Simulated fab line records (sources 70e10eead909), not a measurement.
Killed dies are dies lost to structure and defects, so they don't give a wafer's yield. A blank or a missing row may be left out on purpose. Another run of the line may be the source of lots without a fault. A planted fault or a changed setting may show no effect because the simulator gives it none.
fab line records || flow nand_harc
record: {"lots": 5, "wafers": 15, "last_day": 33}
route steps=1302 shown P_ZERO_WELL@29
lots with no fault: from the same line, run without faults
start_h: hours from the record's opening day to when the first of the lot's shown wafers began || wait_h: time in hours since the lot's previous step || " unchanged from the row above || L1.1+2: one row covering several wafers at once || - either no value or no given start || * or withheld: withheld || < > ~ a bound
route shown NAME@n: NAME is a module with steps in the file, n the number in the route of the first one || usual: mean and standard deviation over wafers with no fault || same: alike in all rows || chamber/n: place in a boat || sites: each site's reading || _std_site: standard deviation across them || _edge_site: inner sites' mean taken away from outer sites' mean || radius_mm: for every site, how far away it sits from the centre of the wafer || mask NAME#n: copy n || behind: the tool/chamber that last shaped the wafer || hold: cause of the lot's hold/its duration in hours/its outcome || device: which transistor (n, p or np) failed to switch || end of line: at the end of the route, the tests of the same wafers || step lacking rows: just its recipe || killed: count of dies lost to structure and defects at first sort (not the wafer's yield) || map: a wafer's dies, marking killed ones x, the rest . and places with no die _
set.NAME: the setting as run; set.NAME@STEP: as run at that earlier step || model.NAME: the simulator's own value behind a step, which no gauge read
lots at selected steps of the route; one table per step, one row per wafer
services: a tool's chamber out of use, with start hour (start_h, from the record's first day; less than 0 if before it), hours out, and reason
== steps ==
step: NHARC_P_ZERO_WELL_CD_MEAS_24
recipe: {"target_cd_nm": 720, "landing_energy_ev": 500}
usual: {"cd_nm": "719.3/1.7"}
{"lot.wafer": "L767.2", "tool": "cd_sem-02", "chamber": 0, "start_h": 62.58, "wait_h": "-", "cd_nm": 716.3}
{"lot.wafer": "L767.3", "tool": "cd_sem-02", "chamber": 0, "start_h": 62.58, "wait_h": "-", "cd_nm": 718.1}
{"lot.wafer": "L767.6", "tool": "cd_sem-02", "chamber": 0, "start_h": 62.58, "wait_h": "-", "cd_nm": 718.1}
{"lot.wafer": "L772.3", "tool": "cd_sem-02", "chamber": 0, "start_h": 112.35, "wait_h": "-", "cd_nm": 721.4}
{"lot.wafer": "L772.4", "tool": "cd_sem-02", "chamber": 0, "start_h": 112.35, "wait_h": "-", "cd_nm": 719.7}
{"lot.wafer": "L772.6", "tool": "cd_sem-02", "chamber": 0, "start_h": 112.35, "wait_h": "-", "cd_nm": 721.1}
{"lot.wafer": "L782.4", "tool": "cd_sem-03", "chamber": 0, "start_h": 212.79, "wait_h": "-", "cd_nm": 721.4}
{"lot.wafer": "L782.5", "tool": "cd_sem-03", "chamber": 0, "start_h": 212.79, "wait_h": "-", "cd_nm": 719.0}
{"lot.wafer": "L782.6", "tool": "cd_sem-03", "chamber": 0, "start_h": 212.79, "wait_h": "-", "cd_nm": 716.1}
{"lot.wafer": "L783.1", "tool": "cd_sem-02", "chamber": 0, "start_h": 222.57, "wait_h": "-", "cd_nm": 719.3}
{"lot.wafer": "L783.2", "tool": "cd_sem-02", "chamber": 0, "start_h": 222.57, "wait_h": "-", "cd_nm": 721.2}
{"lot.wafer": "L783.3", "tool": "cd_sem-02", "chamber": 0, "start_h": 222.57, "wait_h": "-", "cd_nm": 717.6}
{"lot.wafer": "L786.1", "tool": "cd_sem-02", "chamber": 0, "start_h": 252.61, "wait_h": "-", "cd_nm": 716.0}
{"lot.wafer": "L786.2", "tool": "cd_sem-02", "chamber": 0, "start_h": 252.61, "wait_h": "-", "cd_nm": 717.6}
{"lot.wafer": "L786.3", "tool": "cd_sem-02", "chamber": 0, "start_h": 252.61, "wait_h": "-", "cd_nm": 719.9}
step: NHARC_P_ZERO_WELL_HARDBAKE_25
recipe: {"temp_c": 125, "time_s": 80}
step: NHARC_P_ZERO_WELL_DESCUM_26
recipe: {"time_s": 3, "o2_flow_sccm": 200, "ar_flow_sccm": 0, "bias_power_w": 0, "chemistry": "O2"}
usual: {"drypump_motor_current_A": "5.9/0.37", "oes_product_au": "0.997/0.011", "rf_vpp_V": "57.7/0.96", "showerhead_plenum_p_Torr": "1.89/0.086", "throttle_valve_pct": "11.312/0.0089"}
{"lot.wafer": "L767.3", "tool": "rie_diel-02", "chamber": 1, "start_h": 62.76, "wait_h": "-", "drypump_motor_current_A": 5.7, "oes_product_au": 0.991, "rf_hours_counter_h": 4, "rf_vpp_V": 60.2, "showerhead_plenum_p_Torr": 2.03, "throttle_valve_pct": 11.302}
{"lot.wafer": "L767.2", "tool": "rie_diel-02", "chamber": 2, "start_h": 62.76, "wait_h": "-", "drypump_motor_current_A": 5.6, "oes_product_au": 0.995, "rf_hours_counter_h": 6, "rf_vpp_V": 57.8, "showerhead_plenum_p_Torr": 1.89, "throttle_valve_pct": 11.333}
{"lot.wafer": "L767.6", "tool": "rie_diel-02", "chamber": 3, "start_h": 62.76, "wait_h": "-", "drypump_motor_current_A": 5.8, "oes_product_au": 0.978, "rf_hours_counter_h": "-", "rf_vpp_V": 56.3, "showerhead_plenum_p_Torr": 1.77, "throttle_valve_pct": 11.313}
{"lot.wafer": "L772.4", "tool": "rie_diel-02", "chamber": 1, "start_h": 112.69, "wait_h": "-", "drypump_motor_current_A": 5.8, "oes_product_au": 0.988, "rf_hours_counter_h": 16, "rf_vpp_V": 57.8, "showerhead_plenum_p_Torr": 2.03, "throttle_valve_pct": 11.319}
{"lot.wafer": "L772.3", "tool": "rie_diel-02", "chamber": 3, "start_h": 112.69, "wait_h": "-", "drypump_motor_current_A": 5.8, "oes_product_au": 0.984, "rf_hours_counter_h": 17, "rf_vpp_V": 57.7, "showerhead_plenum_p_Torr": 1.77, "throttle_valve_pct": 11.305}
{"lot.wafer": "L772.6", "tool": "rie_diel-02", "chamber": 0, "start_h": 112.69, "wait_h": "-", "drypump_motor_current_A": 5.6, "oes_product_au": 0.983, "rf_hours_counter_h": "-", "rf_vpp_V": 57.1, "showerhead_plenum_p_Torr": 1.94, "throttle_valve_pct": 11.323}
{"lot.wafer": "L782.4", "tool": "rie_diel-11", "chamber": 3, "start_h": 212.98, "wait_h": "-", "drypump_motor_current_A": 6.5, "oes_product_au": 0.999, "rf_hours_counter_h": 42, "rf_vpp_V": 57.1, "showerhead_plenum_p_Torr": 1.77, "throttle_valve_pct": 11.290}
{"lot.wafer": "L782.6", "tool": "rie_diel-11", "chamber": 0, "start_h": 212.98, "wait_h": "-", "drypump_motor_current_A": 5.8, "oes_product_au": 1.003, "rf_hours_counter_h": "-", "rf_vpp_V": 56.3, "showerhead_plenum_p_Torr": 1.95, "throttle_valve_pct": 11.319}
{"lot.wafer": "L782.5", "tool": "rie_diel-11", "chamber": 1, "start_h": 212.98, "wait_h": "-", "drypump_motor_current_A": 5.5, "oes_product_au": 1.009, "rf_hours_counter_h": "-", "rf_vpp_V": 56.2, "showerhead_plenum_p_Torr": 1.91, "throttle_valve_pct": 11.328}
{"lot.wafer": "L783.2", "tool": "rie_diel-03", "chamber": 2, "start_h": 222.73, "wait_h": "-", "drypump_motor_current_A": 6.7, "oes_product_au": 0.992, "rf_hours_counter_h": 32, "rf_vpp_V": 57.0, "showerhead_plenum_p_Torr": 1.77, "throttle_valve_pct": 11.304}
{"lot.wafer": "L783.1", "tool": "rie_diel-03", "chamber": 0, "start_h": 222.73, "wait_h": "-", "drypump_motor_current_A": 6.4, "oes_product_au": 1.019, "rf_hours_counter_h": 29, "rf_vpp_V": 58.9, "showerhead_plenum_p_Torr": 1.85, "throttle_valve_pct": 11.329}
{"lot.wafer": "L783.3", "tool": "rie_diel-03", "chamber": 1, "start_h": 222.73, "wait_h": "-", "drypump_motor_current_A": 6.0, "oes_product_au": 1.000, "rf_hours_counter_h": 30, "rf_vpp_V": 56.1, "showerhead_plenum_p_Torr": 1.83, "throttle_valve_pct": 11.313}
{"lot.wafer": "L786.2", "tool": "rie_diel-11", "chamber": 3, "start_h": 252.78, "wait_h": "-", "drypump_motor_current_A": 6.5, "oes_product_au": 0.990, "rf_hours_counter_h": 56, "rf_vpp_V": 56.9, "showerhead_plenum_p_Torr": 1.77, "throttle_valve_pct": 11.284}
{"lot.wafer": "L786.1", "tool": "rie_diel-11", "chamber": 0, "start_h": 252.78, "wait_h": "-", "drypump_motor_current_A": 5.8, "oes_product_au": 1.007, "rf_hours_counter_h": 59, "rf_vpp_V": 57.6, "showerhead_plenum_p_Torr": 1.94, "throttle_valve_pct": 11.322}
{"lot.wafer": "L786.3", "tool": "rie_diel-11", "chamber": 1, "start_h": 252.78, "wait_h": "-", "drypump_motor_current_A": 5.5, "oes_product_au": 1.003, "rf_hours_counter_h": 57, "rf_vpp_V": 57.3, "showerhead_plenum_p_Torr": 1.91, "throttle_valve_pct": 11.314}
step: NHARC_P_ZERO_WELL_IMPLANT_27
recipe: {"energy_kev": 600, "dose_cm2": 1e+13, "tilt_deg": 7}
step: NHARC_P_ZERO_WELL_IMPLANT_57
recipe: {"energy_kev": 250, "dose_cm2": 4e+12, "tilt_deg": 7}
step: NHARC_P_ZERO_WELL_IMPLANT_58
recipe: {"energy_kev": 100, "dose_cm2": 2e+12, "tilt_deg": 7}
step: NHARC_P_ZERO_WELL_STRIP_28
recipe: {"time_s": 840, "temp_c": 130, "chemistry": "SPM"}
step: NHARC_P_ZERO_WELL_DEHYDRATE_29
recipe: {"temp_c": 150, "time_s": 120}
step: NHARC_P_ZERO_WELL_HMDS_30
recipe: {"time_s": 30}
step: NHARC_P_ZERO_WELL_COAT_31
recipe: {"spin_rpm": "withheld"}
step: NHARC_P_ZERO_WELL_SOFTBAKE_32
recipe: {"temp_c": 122, "time_s": 95}
step: NHARC_P_ZERO_WELL_EBR_33
step: NHARC_P_ZERO_WELL_EXPOSE_34
recipe: {"na": 0.6, "target_cd_nm": 720, "dose_mj": 22.31, "mask_id": "P_PWELL"}
usual: {"focus_offset_nm": "0.0/0.54"}
{"lot.wafer": "L767.2", "tool": "krf_scanner-04", "chamber": 0, "start_h": 63.96, "wait_h": "-", "mask": "P_PWELL#0", "focus_offset_nm": 0.8}
{"lot.wafer": "L767.3", "tool": "krf_scanner-04", "chamber": 0, "start_h": 63.96, "wait_h": "-", "mask": "P_PWELL#0", "focus_offset_nm": -0.3}
{"lot.wafer": "L767.6", "tool": "krf_scanner-04", "chamber": 0, "start_h": 63.96, "wait_h": "-", "mask": "P_PWELL#0", "focus_offset_nm": 0.5}
{"lot.wafer": "L772.3", "tool": "krf_scanner-02", "chamber": 0, "start_h": 114.01, "wait_h": "-", "mask": "P_PWELL_R1#0", "focus_offset_nm": 0.3}
{"lot.wafer": "L772.4", "tool": "krf_scanner-02", "chamber": 0, "start_h": 114.01, "wait_h": "-", "mask": "P_PWELL_R1#0", "focus_offset_nm": 0.7}
{"lot.wafer": "L772.6", "tool": "krf_scanner-02", "chamber": 0, "start_h": 114.01, "wait_h": "-", "mask": "P_PWELL_R1#0", "focus_offset_nm": 0.6}
{"lot.wafer": "L782.4", "tool": "krf_scanner-04", "chamber": 0, "start_h": 214.29, "wait_h": "-", "mask": "P_PWELL#0", "focus_offset_nm": -0.5}
{"lot.wafer": "L782.5", "tool": "krf_scanner-04", "chamber": 0, "start_h": 214.29, "wait_h": "-", "mask": "P_PWELL#0", "focus_offset_nm": -0.5}
{"lot.wafer": "L782.6", "tool": "krf_scanner-04", "chamber": 0, "start_h": 214.29, "wait_h": "-", "mask": "P_PWELL#0", "focus_offset_nm": 0.1}
{"lot.wafer": "L783.1", "tool": "krf_scanner-02", "chamber": 0, "start_h": 224.06, "wait_h": "-", "mask": "P_PWELL#0", "focus_offset_nm": -1.0}
{"lot.wafer": "L783.2", "tool": "krf_scanner-02", "chamber": 0, "start_h": 224.06, "wait_h": "-", "mask": "P_PWELL#0", "focus_offset_nm": -1.1}
{"lot.wafer": "L783.3", "tool": "krf_scanner-02", "chamber": 0, "start_h": 224.06, "wait_h": "-", "mask": "P_PWELL#0", "focus_offset_nm": -1.3}
{"lot.wafer": "L786.1", "tool": "krf_scanner-02", "chamber": 0, "start_h": 254.09, "wait_h": "-", "mask": "P_PWELL#0", "focus_offset_nm": -0.9}
{"lot.wafer": "L786.2", "tool": "krf_scanner-02", "chamber": 0, "start_h": 254.09, "wait_h": "-", "mask": "P_PWELL#0", "focus_offset_nm": -0.7}
{"lot.wafer": "L786.3", "tool": "krf_scanner-02", "chamber": 0, "start_h": 254.09, "wait_h": "-", "mask": "P_PWELL#0", "focus_offset_nm": -0.5}
step: NHARC_P_ZERO_WELL_PEB_35
recipe: {"peb_temp_c": 118, "peb_time_s": 85}
step: NHARC_P_ZERO_WELL_DEVELOP_36
recipe: {"time_s": 70}
step: NHARC_P_ZERO_WELL_CD_MEAS_37
recipe: {"target_cd_nm": 720, "landing_energy_ev": 500}
usual: {"cd_nm": "718.7/1.9"}
{"lot.wafer": "L767.2", "tool": "cd_sem-03", "chamber": 0, "start_h": 64.12, "wait_h": "-", "cd_nm": 721.3}
{"lot.wafer": "L767.3", "tool": "cd_sem-03", "chamber": 0, "start_h": 64.12, "wait_h": "-", "cd_nm": 721.9}
{"lot.wafer": "L767.6", "tool": "cd_sem-03", "chamber": 0, "start_h": 64.12, "wait_h": "-", "cd_nm": 720.7}
{"lot.wafer": "L772.3", "tool": "cd_sem-01", "chamber": 0, "start_h": 114.16, "wait_h": "-", "cd_nm": 710.2}
{"lot.wafer": "L772.4", "tool": "cd_sem-01", "chamber": 0, "start_h": 114.16, "wait_h": "-", "cd_nm": 713.3}
{"lot.wafer": "L772.6", "tool": "cd_sem-01", "chamber": 0, "start_h": 114.16, "wait_h": "-", "cd_nm": 710.2}
{"lot.wafer": "L782.4", "tool": "cd_sem-03", "chamber": 0, "start_h": 214.44, "wait_h": "-", "cd_nm": 720.7}
{"lot.wafer": "L782.5", "tool": "cd_sem-03", "chamber": 0, "start_h": 214.44, "wait_h": "-", "cd_nm": 719.1}
{"lot.wafer": "L782.6", "tool": "cd_sem-03", "chamber": 0, "start_h": 214.44, "wait_h": "-", "cd_nm": 718.7}
{"lot.wafer": "L783.1", "tool": "cd_sem-03", "chamber": 0, "start_h": 224.21, "wait_h": "-", "cd_nm": 720.1}
{"lot.wafer": "L783.2", "tool": "cd_sem-03", "chamber": 0, "start_h": 224.21, "wait_h": "-", "cd_nm": 718.1}
{"lot.wafer": "L783.3", "tool": "cd_sem-03", "chamber": 0, "start_h": 224.21, "wait_h": "-", "cd_nm": 716.8}
{"lot.wafer": "L786.1", "tool": "cd_sem-03", "chamber": 0, "start_h": 254.25, "wait_h": "-", "cd_nm": 718.2}
{"lot.wafer": "L786.2", "tool": "cd_sem-03", "chamber": 0, "start_h": 254.25, "wait_h": "-", "cd_nm": 714.8}
{"lot.wafer": "L786.3", "tool": "cd_sem-03", "chamber": 0, "start_h": 254.25, "wait_h": "-", "cd_nm": 715.4}
step: NHARC_P_ZERO_WELL_HARDBAKE_38
recipe: {"temp_c": 125, "time_s": 80}
== services ==
{"tool": "rie_diel-02", "chamber": "-", "start_h": 39.79, "hours": 9.0, "kind": "pm"}
{"tool": "rie_diel-02", "chamber": 0, "start_h": 39.79, "hours": 9.0, "kind": "vent_cycle"}
{"tool": "rie_diel-02", "chamber": 1, "start_h": 39.79, "hours": 9.0, "kind": "vent_cycle"}
{"tool": "rie_diel-02", "chamber": 2, "start_h": 39.79, "hours": 9.0, "kind": "vent_cycle"}
{"tool": "rie_diel-02", "chamber": 3, "start_h": 39.79, "hours": 9.0, "kind": "vent_cycle"}
{"tool": "rie_diel-11", "chamber": 3, "start_h": 44.46, "hours": 12.8, "kind": "repair"}
{"tool": "rie_diel-02", "chamber": 0, "start_h": 48.79, "hours": "-", "kind": "clean"}
{"tool": "rie_diel-02", "chamber": 0, "start_h": 55.75, "hours": 12.8, "kind": "repair"}
{"tool": "rie_diel-02", "chamber": 3, "start_h": 57.25, "hours": 4.5, "kind": "repair"}
{"tool": "rie_diel-03", "chamber": 2, "start_h": 66.60, "hours": 8.6, "kind": "repair"}
{"tool": "rie_diel-11", "chamber": "-", "start_h": 78.53, "hours": 9.0, "kind": "pm"}
{"tool": "krf_scanner-04", "chamber": "-", "start_h": 78.64, "hours": 0.4, "kind": "repair"}
{"tool": "rie_diel-02", "chamber": "-", "start_h": 89.91, "hours": 1.7, "kind": "repair"}
{"tool": "rie_diel-03", "chamber": "-", "start_h": 104.40, "hours": 9.0, "kind": "pm"}
{"tool": "krf_scanner-02", "chamber": 0, "start_h": 125.71, "hours": "-", "kind": "calibration"}
{"tool": "krf_scanner-02", "chamber": "-", "start_h": 141.23, "hours": 4.0, "kind": "pm"}
{"tool": "rie_diel-02", "chamber": 3, "start_h": 176.62, "hours": 17.7, "kind": "repair"}
{"tool": "rie_diel-11", "chamber": 3, "start_h": 177.90, "hours": 8.7, "kind": "repair"}
{"tool": "krf_scanner-04", "chamber": "-", "start_h": 182.00, "hours": 4.0, "kind": "pm"}
{"tool": "krf_scanner-04", "chamber": "-", "start_h": 188.40, "hours": 11.4, "kind": "repair"}
{"tool": "rie_diel-03", "chamber": "-", "start_h": 192.95, "hours": 0.2, "kind": "repair"}
{"tool": "rie_diel-03", "chamber": 0, "start_h": 196.89, "hours": 5.7, "kind": "repair"}
{"tool": "rie_diel-11", "chamber": 1, "start_h": 198.54, "hours": 4.5, "kind": "repair"}
{"tool": "rie_diel-02", "chamber": "-", "start_h": 216.88, "hours": 9.0, "kind": "pm"}
== key ==
first_sign: {"step": "NHARC_P_ZERO_WELL_EXPOSE_34", "reading": "mask", "direction": "changed"}
effect: {"step": "NHARC_P_ZERO_WELL_CD_MEAS_37", "reading": "cd_nm", "direction": "down", "sigmas": 4, "usual": 718.7, "struck": 711.2}
met_at NHARC_P_ZERO_WELL_EXPOSE_34
struck_wafers L772.3,L772.4,L772.6
tester_left_out L772
fault: {"kind": "wrong_mask", "tool": "any", "chamber": "-", "onset_h": 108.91, "steps": "NHARC_P_ZERO_WELL_EXPOSE_34", "aux_copy": "P_PWELL_R1#0", "cd_offset_nm": -7.7217, "scope": "struck_lots_only"}
tester_left_out: of these lots the tester's yield and bins aren't shown, on N5 and GAA mostly nor the transistor test; their killed dies are dies lost to structure and defects alone, not to doping, threshold or leakage, so they don't give the yield
